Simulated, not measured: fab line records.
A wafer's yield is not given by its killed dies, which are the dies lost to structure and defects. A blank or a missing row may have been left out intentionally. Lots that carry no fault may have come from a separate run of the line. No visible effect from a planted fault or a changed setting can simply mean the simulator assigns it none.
Chamber matching | flow nand_harc | NHARC_P_M0_ETCH_34 on rie_diel-02 has 4 sister chambers
The step etches the open film in N2/H2, target depth 40 nm, overetch 12 nm, time 43.94 s. 4 wafers are shown with their chamber, then 12 later ones without.

WAFERS PAIRED WITH THEIR CHAMBERS
wafer  | chamber | drypump_motor_current_A (A)
L089.1 | 0       | 4.9
L089.4 | 2       | 5.2
L090.2 | 3       | 6.4
L090.5 | 1       | 5.8

WAFERS WITHOUT THEIR CHAMBER
wafer  | drypump_motor_current_A (A)
L091.2 | 5.2
L091.5 | 4.9
L091.6 | 6.5
L093.3 | 6.4
L093.4 | 4.9
L093.5 | 4.8
L095.1 | 6.5
L095.2 | 4.9
L095.3 | 5.8
L097.1 | 4.9
L097.4 | 5.2
L097.5 | 5.7

EACH ONE'S CHAMBER
wafer  | from the rows above | in truth
L091.2 | 2                   | 2
L091.5 | 0                   | 0
L091.6 | 3                   | 3
L093.3 | 3                   | 3
L093.4 | 0                   | 0
L093.5 | 0                   | 0
L095.1 | 3                   | 3
L095.2 | 0                   | 0
L095.3 | 1                   | 1
L097.1 | 0                   | 0
L097.4 | 2                   | 2
L097.5 | 1                   | 1
Placed correctly: 12 of 12. Can't be placed from these rows: 0. Number placed wrongly: 0.
How it was worked out, from the rows above alone: a wafer's distance from a chamber is the root of the sum, over the readings, of the square of ((its reading less the chamber's mean) divided by the reading's scatter). If the next closest chamber is less than 2 further off than the closest, the wafer can't be placed; otherwise it belongs to the closest. The mean given for a chamber averages the wafers shown for that chamber. The scatter: with one shown wafer a chamber, the root of the mean of the squares of how far each hidden wafer lies from its nearest shown one.
